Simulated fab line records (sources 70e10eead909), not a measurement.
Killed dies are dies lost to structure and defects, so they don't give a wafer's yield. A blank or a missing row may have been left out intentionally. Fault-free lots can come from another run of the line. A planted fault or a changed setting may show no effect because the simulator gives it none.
fab line records	flow nand_harc
record: lots: 13	wafers: 39	last_day: 24
route steps=1159 shown A_STAIRCASE@559 END@1159
lots with no fault: from the same line, run without faults
start_h: hours from the record's first day to the start of the lot's first wafer shown	wait_h: hours elapsed since this lot's preceding step	" same as the row above	L1.1+2: a row that stands for several wafers	- either no value or no given start	* or withheld: withheld	< > ~ a bound
route shown NAME@n: names a module that has steps shown in the file, with the first one's number in the route	usual: mean/standard deviation of fault-free wafers	same: alike in all rows	chamber/n: place in a boat	sites: each site's reading	_std_site: standard deviation across them	_edge_site: the outer-site mean with the inner-site mean subtracted	radius_mm: for every site, how far away it sits from the centre of the wafer	mask NAME#n: copy n	behind: tool/chamber where the wafer was last shaped	hold: reason for holding the lot/hours on hold/outcome of the hold	device: which transistor (n, p or np) failed to switch	end of line: the route-end tests of the same wafers	a step with no rows: only its recipe	killed: the dies lost at the first sort to structure and to defects; this is not the yield of the wafer	map: shows each die of a wafer: x if killed, . if not, _ if none is there
set.NAME: the setting as run; set.NAME@STEP: as run at that earlier step	model.NAME: the simulator's own value behind a step, which no gauge read
route steps across a sampled set of lots; one table per step, one row per wafer
services: a tool's chamber out of use, with start hour (start_h, from the record's first day; less than 0 if before it), hours out, and reason
== steps ==
step: NHARC_A_STAIRCASE_TRIM_22
recipe: time_s: 211.2	o2_flow_sccm: 500	ar_flow_sccm: 0	bias_w: 0	chemistry: O2
usual: drypump_motor_current_A: 5.7/0.54	oes_product_au: 1.000/0.0076	rf_vpp_V: 58.0/1	showerhead_plenum_p_Torr: 3.57/0.17	throttle_valve_pct: 17.036/0.0089
lot.wafer	tool	chamber	start_h	wait_h	drypump_motor_current_A	oes_product_au	rf_hours_counter_h	rf_vpp_V	showerhead_plenum_p_Torr	throttle_valve_pct
L858.1	rie_diel-08	1	-	-	6.5	1.009	26	57.4	3.63	17.025
L858.4	"	2	"	"	6.3	0.996	45	57.3	3.33	17.045
L858.6	"	0	"	"	6.0	0.994	-	59.7	3.66	17.033
L861.1	rie_diel-07	3	-	-	5.8	1.010	3	58.5	3.33	17.038
L861.3	"	1	"	"	4.8	0.989	4	58.8	3.59	17.056
L861.6	"	2	"	"	5.1	1.004	-	57.7	3.56	17.043
L860.3	rie_diel-02	3	-	-	5.4	0.988	36	56.9	3.29	17.032
L860.1	"	0	"	"	5.7	0.987	35	59.5	3.79	17.035
L860.6	"	1	"	"	5.3	0.991	-	58.0	3.63	17.044
L862.2	rie_diel-02	3	-	-	5.4	0.994	41	56.8	3.29	17.038
L862.4	"	3	"	"	5.4	0.995	-	57.2	3.29	17.035
L862.6	"	1	"	"	5.3	1.018	-	58.0	3.63	17.028
L867.4	rie_diel-08	0	-	-	6.0	0.991	60	58.0	3.65	17.040
L867.3	"	1	"	"	6.4	1.016	42	59.1	3.62	17.020
L867.5	"	0	"	"	6.0	0.987	-	58.0	3.65	17.052
L866.2	rie_diel-02	0	-	-	5.7	1.002	46	57.8	3.78	17.046
L866.4	"	3	"	"	5.4	1.005	47	56.1	3.29	17.037
L866.6	"	1	"	"	5.3	0.996	-	57.8	3.62	17.034
L868.2	rie_diel-02	2	-	-	6.3	1.000	42	58.7	3.56	17.030
L868.4	"	0	"	"	5.7	1.002	53	59.6	3.78	17.035
L868.5	"	2	"	"	6.2	0.995	-	58.5	3.56	17.044
L874.4	rie_diel-07	2	-	-	5.1	1.001	34	57.8	3.55	17.027
L874.1	"	3	"	"	5.8	1.000	31	58.4	3.32	17.027
L874.6	"	1	"	"	4.8	0.987	-	59.7	3.57	17.027
L877.2	rie_diel-08	1	-	-	6.4	1.004	16	58.4	3.60	17.048
L877.3	"	0	"	"	5.9	0.994	14	57.8	3.64	17.027
L877.6	"	1	"	"	6.4	0.993	-	58.2	3.60	17.039
L878.3	rie_diel-08	2	-	-	6.3	1.004	22	57.8	3.30	17.037
L878.5	"	2	"	"	6.3	1.005	-	56.7	3.30	17.054
L878.6	"	3	"	"	6.4	1.008	-	58.5	3.61	17.027
L879.2	rie_diel-02	0	-	-	5.7	0.990	7	57.6	3.77	17.023
L879.3	"	1	"	"	5.3	1.000	7	58.3	3.61	17.029
L879.5	"	3	"	"	5.4	1.005	-	58.4	3.81	17.038
L881.4	rie_diel-02	0	-	-	5.7	0.991	7	57.7	3.77	17.039
L881.1	"	1	"	"	5.3	1.000	8	57.3	3.61	17.050
L881.6	"	2	"	"	6.3	0.991	-	58.2	3.55	17.046
L880.2	rie_diel-02	0	-	-	5.7	1.003	9	59.8	3.77	17.040
L880.1	"	1	"	"	5.3	0.987	10	59.0	3.61	17.057
L880.4	"	2	"	"	6.3	0.995	9	57.0	3.55	17.040
step: NHARC_A_STAIRCASE_STRIP_175
recipe: power_w: 1500	temp_c: 250	chemistry: O2
usual: drypump_motor_current_A: 5.4/0.39	heater_power_w: 365/26
lot.wafer	tool	chamber	start_h	wait_h	drypump_motor_current_A	heater_power_w	rf_hours_counter_h
L858.1	plasma_asher-01	1	237.34	0.4	6.0	331	46
L858.4	"	0	"	"	5.1	378	-
L858.6	"	1	"	"	6.0	332	-
L861.1	plasma_asher-01	0	252.23	0.2	5.1	379	50
L861.3	"	1	"	"	5.9	327	-
L861.6	"	0	"	"	5.1	377	-
L860.1	plasma_asher-01	1	260.68	0.1	5.9	334	54
L860.3	"	1	"	"	6.0	326	-
L860.6	"	1	"	"	5.9	323	-
L862.2	plasma_asher-02	1	270.59	0.1	5.0	406	26
L862.4	"	1	"	"	5.0	414	-
L862.6	"	1	"	"	5.0	404	-
L867.3	plasma_asher-01	1	285.09	0.5	6.0	351	-
L867.4	"	0	"	"	5.1	363	-
L867.5	"	1	"	"	5.9	340	-
L866.2	plasma_asher-02	0	285.11	0.3	5.3	367	35
L866.4	"	0	"	"	5.3	367	-
L866.6	"	1	"	"	5.0	409	-
L868.2	plasma_asher-02	0	298.21	0.3	5.3	363	39
L868.4	"	1	"	"	5.0	419	-
L868.5	"	1	"	"	5.0	416	-
L874.1	plasma_asher-02	1	328.60	0.1	5.0	416	48
L874.4	"	1	"	"	5.0	419	-
L874.6	"	1	"	"	5.0	410	-
L877.2	plasma_asher-02	1	348.77	0.1	5.0	409	56
L877.3	"	0	"	"	5.3	364	-
L877.6	"	1	"	"	5.0	410	-
L878.3	plasma_asher-01	1	357.66	0.4	6.0	345	-
L878.5	"	0	"	"	5.1	356	-
L878.6	"	1	"	"	5.9	341	-
L879.2	plasma_asher-01	1	361.71	0.3	5.9	343	24
L879.3	"	1	"	"	6.0	350	-
L879.5	"	1	"	"	5.9	347	-
L881.1	plasma_asher-01	0	361.99	0.2	5.1	349	25
L881.4	"	0	"	"	5.1	355	-
L881.6	"	0	"	"	5.1	363	-
L880.1	plasma_asher-01	1	369.41	1.7	5.9	342	31
L880.2	"	0	"	"	5.1	367	31
L880.4	"	1	"	"	5.9	336	-
step: NHARC_A_STAIRCASE_ETCH_190
recipe: target_depth_a: 1000	time_s: 40.5	ion_energy_ev: 400	c4f8_flow_sccm: 20	o2_flow_sccm: 10	ar_flow_sccm: withheld	rf_w: 600	bias_w: 1000	chemistry: C4F8/O2
usual: oes_product_au: 0.938/0.011	rf_vpp_V: 898/6
lot.wafer	tool	chamber	start_h	wait_h	oes_product_au	rf_hours_counter_h	rf_vpp_V
L858.4	rie_diel-02	1	239.27	-	0.946	30	899
L858.1	"	2	"	"	0.943	31	897
L858.6	"	1	"	"	0.938	-	901
L861.3	rie_diel-07	0	254.29	-	0.926	5	905
L861.1	"	2	"	"	0.930	5	897
L861.6	"	3	"	"	0.923	-	888
L860.1	rie_diel-02	0	262.83	-	0.926	37	906
L860.3	"	1	"	"	0.936	37	900
L860.6	"	3	"	"	0.935	-	886
L862.2	rie_diel-02	3	272.77	-	0.941	43	887
L862.6	"	0	"	"	0.947	-	904
L862.4	"	3	"	"	0.942	-	888
L867.4	rie_diel-08	0	287.06	-	0.772	61	901
L867.3	"	3	"	"	0.939	55	899
L867.5	"	1	"	"	0.949	-	899
L866.2	rie_diel-08	3	287.13	-	0.945	55	899
L866.4	"	0	"	"	0.778	61	900
L866.6	"	0	"	"	0.764	-	902
L868.4	rie_diel-08	2	300.17	-	0.795	70	888
L868.2	"	3	"	"	0.948	61	898
L868.5	"	1	"	"	0.956	-	898
L874.1	rie_diel-07	0	330.80	-	0.924	34	907
L874.4	"	2	"	"	0.941	36	897
L874.6	"	3	"	"	0.932	-	888
L877.3	rie_diel-02	2	350.77	-	0.942	3	899
L877.2	"	1	"	"	0.958	4	899
L877.6	"	2	"	"	0.944	-	897
L878.3	rie_diel-02	1	359.51	-	0.950	7	898
L878.6	"	0	"	"	0.950	-	905
L878.5	"	1	"	"	0.943	-	898
L879.2	rie_diel-02	0	364.01	-	0.923	8	905
L879.3	"	1	"	"	0.924	9	899
L879.5	"	3	"	"	0.923	-	905
L881.4	rie_diel-07	3	364.16	-	0.937	46	889
L881.1	"	1	"	"	0.922	48	896
L881.6	"	2	"	"	0.927	-	896
L880.2	rie_diel-02	3	371.38	-	0.957	10	906
L880.4	"	0	"	"	0.950	11	905
L880.1	"	1	"	"	0.930	12	900
step: NHARC_A_STAIRCASE_ETCH_199
recipe: target_depth_a: 1000	time_s: 40.5	ion_energy_ev: 400	c4f8_flow_sccm: 20	o2_flow_sccm: 10	ar_flow_sccm: withheld	rf_w: 600	bias_w: 1000	chemistry: C4F8/O2
usual: oes_product_au: 0.945/0.012	rf_vpp_V: 898/5.8
lot.wafer	tool	chamber	start_h	wait_h	oes_product_au	rf_hours_counter_h	rf_vpp_V
L858.4	rie_diel-08	0	-	-	0.943	43	901
L858.1	"	1	"	"	0.964	27	899
L858.6	"	2	"	"	0.951	-	887
L861.3	rie_diel-08	0	-	-	0.929	50	900
L861.1	"	1	"	"	0.955	32	899
L861.6	"	0	"	"	0.936	-	900
L860.3	rie_diel-08	2	-	-	0.942	56	888
L860.1	"	0	"	"	0.923	54	900
L860.6	"	2	"	"	0.962	-	890
L862.4	rie_diel-07	2	-	-	0.972	14	898
L862.2	"	0	"	"	0.967	14	907
L862.6	"	2	"	"	0.956	-	897
L867.4	rie_diel-08	0	-	-	0.935	62	901
L867.3	"	1	"	"	0.958	44	900
L867.5	"	3	"	"	0.955	-	900
L866.2	rie_diel-02	0	-	-	0.937	47	904
L866.4	"	1	"	"	0.958	48	900
L866.6	"	0	"	"	0.943	-	905
L868.4	rie_diel-08	2	-	-	0.943	71	889
L868.2	"	3	"	"	0.951	61	899
L868.5	"	1	"	"	0.945	-	899
L874.4	rie_diel-07	1	-	-	0.942	38	897
L874.1	"	2	"	"	0.935	39	897
L874.6	"	0	"	"	0.927	-	905
L877.3	rie_diel-02	1	-	-	0.945	4	900
L877.2	"	2	"	"	0.938	4	897
L877.6	"	1	"	"	0.939	-	899
L878.3	rie_diel-08	3	-	-	0.938	21	898
L878.6	"	0	"	"	0.933	-	899
L878.5	"	1	"	"	0.940	-	900
L879.3	rie_diel-08	2	-	-	0.961	24	886
L879.2	"	0	"	"	0.941	20	901
L879.5	"	3	"	"	0.942	-	897
L881.4	rie_diel-02	3	-	-	0.949	7	906
L881.1	"	1	"	"	0.959	9	900
L881.6	"	3	"	"	0.940	-	904
L880.2	rie_diel-07	0	-	-	0.958	49	905
L880.1	"	3	"	"	0.952	50	887
L880.4	"	0	"	"	0.949	-	905
step: NHARC_END_SORT_01
recipe: temp_c: 25
usual: killed_at_array: 26/9.9	killed_at_other: 0.8/1	killed_at_periphery: 2.8/2.2	killed_dies: 29/9.9	killed_open: 3.2/1.8	killed_short: 2.1/1.4
same: gross_dies: 677
lot.wafer	tool	chamber	start_h	wait_h	killed_at_array	killed_at_other	killed_at_periphery	killed_dies	killed_open	killed_short
L866.2	prober-01	0	491.08	2.8	48	0	2	50	3	3
L866.4	prober-01	0	492.68	3.4	650	1	2	653	3	0
L866.6	prober-01	0	494.28	4.0	633	1	4	638	2	5
L867.3	prober-02	0	498.12	3.1	24	0	1	25	4	3
L867.4	prober-02	0	498.94	3.4	628	1	1	630	2	3
L867.5	prober-02	0	499.75	3.7	17	2	0	19	1	0
L868.2	prober-01	0	505.13	2.8	15	1	1	17	3	2
L868.4	prober-01	0	506.73	3.4	645	0	1	646	2	3
L868.5	prober-01	0	507.52	3.7	18	0	2	20	1	0
killed by level:class
L866.2 A_CHANNEL_HOLE_D1:chamber_film_flake=18 A_SLIT:chamber_film_flake=15 A_STAIRCASE:chamber_film_flake=8 A_CONTACT:chamber_film_flake=3 P_GATE:geometric_particle:short=1 P_CONTACT:geometric_particle:open=1 A_CHANNEL_HOLE_D1:geometric_particle:short=1 A_SGD_CUT:geometric_particle:open=1
L866.4 A_STAIRCASE:area_etch=608 A_CHANNEL_HOLE_D1:chamber_film_flake=18 A_SLIT:chamber_film_flake=13 A_STAIRCASE:chamber_film_flake=5 P_STI:chamber_film_flake=2 A_CONTACT:chamber_film_flake=2 A_ONON_D1:geometric_particle:open=1 A_WL_FILL:geometric_particle:open=1
L866.6 A_STAIRCASE:area_etch=598 A_CHANNEL_HOLE_D1:chamber_film_flake=14 A_SLIT:chamber_film_flake=11 A_ONON_D1:geometric_particle:short=2 P_ZERO_WELL:chamber_film_flake=2 A_CONTACT:chamber_film_flake=2 P_GATE:geometric_particle:short=1 P_CONTACT:geometric_particle:open=1
L867.3 A_CONTACT:chamber_film_flake=8 A_CONTACT:geometric_particle:open=3 A_CHANNEL_FILL_D1:chamber_film_flake=3 A_STAIRCASE:chamber_film_flake=3 A_SGD_CUT:geometric_particle:short=2 A_CHANNEL_HOLE_D1:chamber_film_flake=2 A_CHANNEL_FILL_D1:geometric_particle:short=1 A_WL_FILL:geometric_particle:open=1
L867.4 A_STAIRCASE:area_etch=612 A_STAIRCASE:chamber_film_flake=4 A_CONTACT:chamber_film_flake=4 A_CHANNEL_FILL_D1:geometric_particle:short=2 A_CHANNEL_FILL_D1:geometric_particle:open=1 A_SGD_CUT:geometric_particle:short=1 A_CONTACT:geometric_particle:open=1 P_GATE:chamber_film_flake=1
L867.5 A_CONTACT:chamber_film_flake=7 A_STAIRCASE:chamber_film_flake=5 A_CHANNEL_HOLE_D1:chamber_film_flake=3 HYBRID_BOND:chamber_film_flake=2 A_BLC:geometric_particle:open=1 A_WL_FILL:chamber_film_flake=1
L868.2 A_CONTACT:chamber_film_flake=7 A_STAIRCASE:chamber_film_flake=3 A_CONTACT:geometric_particle:open=2 P_GATE:geometric_particle:open=1 A_WL_FILL:geometric_particle:short=1 STARTING-WAFER:geometric_particle:short=1 A_CHANNEL_HOLE_D1:chamber_film_flake=1 A_CHANNEL_FILL_D1:chamber_film_flake=1
L868.4 A_STAIRCASE:area_etch=626 A_STAIRCASE:chamber_film_flake=6 A_CONTACT:chamber_film_flake=6 A_CHANNEL_FILL_D1:geometric_particle:open=2 A_CHANNEL_HOLE_D1:chamber_film_flake=2 A_CHANNEL_FILL_D1:geometric_particle:short=1 A_WL_FILL:geometric_particle:short=1 A_CONTACT:geometric_particle:short=1
L868.5 A_STAIRCASE:chamber_film_flake=7 A_CHANNEL_HOLE_D1:chamber_film_flake=5 A_CONTACT:chamber_film_flake=4 P_M0:geometric_particle:open=1 P_GATE:chamber_film_flake=1 A_SLIT:chamber_film_flake=1 A_BLC:chamber_film_flake=1
== services ==
tool	chamber	start_h	hours	kind
plasma_asher-01	-	218.73	0.5	repair
rie_diel-07	-	228.33	9.0	pm
rie_diel-02	0	233.31	-	clean
rie_diel-02	1	233.31	-	clean
rie_diel-02	2	233.31	-	clean
rie_diel-02	3	233.31	-	clean
rie_diel-02	2	253.28	25.0	repair
rie_diel-02	0	257.81	-	clean
rie_diel-02	1	257.81	-	clean
rie_diel-02	3	257.81	-	clean
plasma_asher-01	-	276.00	9.0	pm
rie_diel-02	0	282.41	-	clean
rie_diel-02	1	282.41	-	clean
rie_diel-02	2	282.41	-	clean
rie_diel-02	3	282.41	-	clean
plasma_asher-01	-	285.55	1.6	repair
rie_diel-02	0	306.93	-	clean
rie_diel-02	1	306.93	-	clean
rie_diel-02	2	306.93	-	clean
rie_diel-02	3	306.93	-	clean
rie_diel-02	-	327.77	9.0	pm
rie_diel-02	3	338.36	6.1	repair
plasma_asher-02	-	360.25	9.0	pm
rie_diel-07	1	371.43	2.3	repair
== key ==
first_sign: step: NHARC_A_STAIRCASE_ETCH_190	reading: oes_product_au	direction: down	sigmas: 15	usual: 0.938	struck: 0.777
effect: step: NHARC_END_SORT_01	reading: killed_at_array	direction: up	sigmas: 62	usual: 26	struck: 639
more_kills_born_at: NHARC_A_STAIRCASE_ETCH_190@rie_diel-08: 2444
met_at NHARC_A_STAIRCASE_ETCH_190
struck_lots L866,L867,L868
struck_wafers L866.4,L866.6,L867.4,L868.4
later_rows_left_out L866.4,L866.6,L867.4,L868.4
tester_left_out L866,L867,L868
not_acting_at NHARC_A_STAIRCASE_TRIM_22,NHARC_A_STAIRCASE_STRIP_175,NHARC_A_STAIRCASE_ETCH_199
fault: kind: process_parameter_drift	tool: rie_diel-08	chamber: -	onset_h: 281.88	steps: NHARC_A_STAIRCASE_ETCH_190	channel: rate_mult	offset: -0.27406	shape: step	end_h: 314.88	scope: struck_wafers_only
tester_left_out: of these lots the tester's yield and bins aren't shown, on N5 and GAA mostly nor the transistor test; their killed dies are dies lost to structure and defects alone, not to doping, threshold or leakage, so they don't give the yield
later_rows_left_out: the simulator's readings of these wafers behind a module that went badly wrong aren't trusted and aren't shown, but for the sort
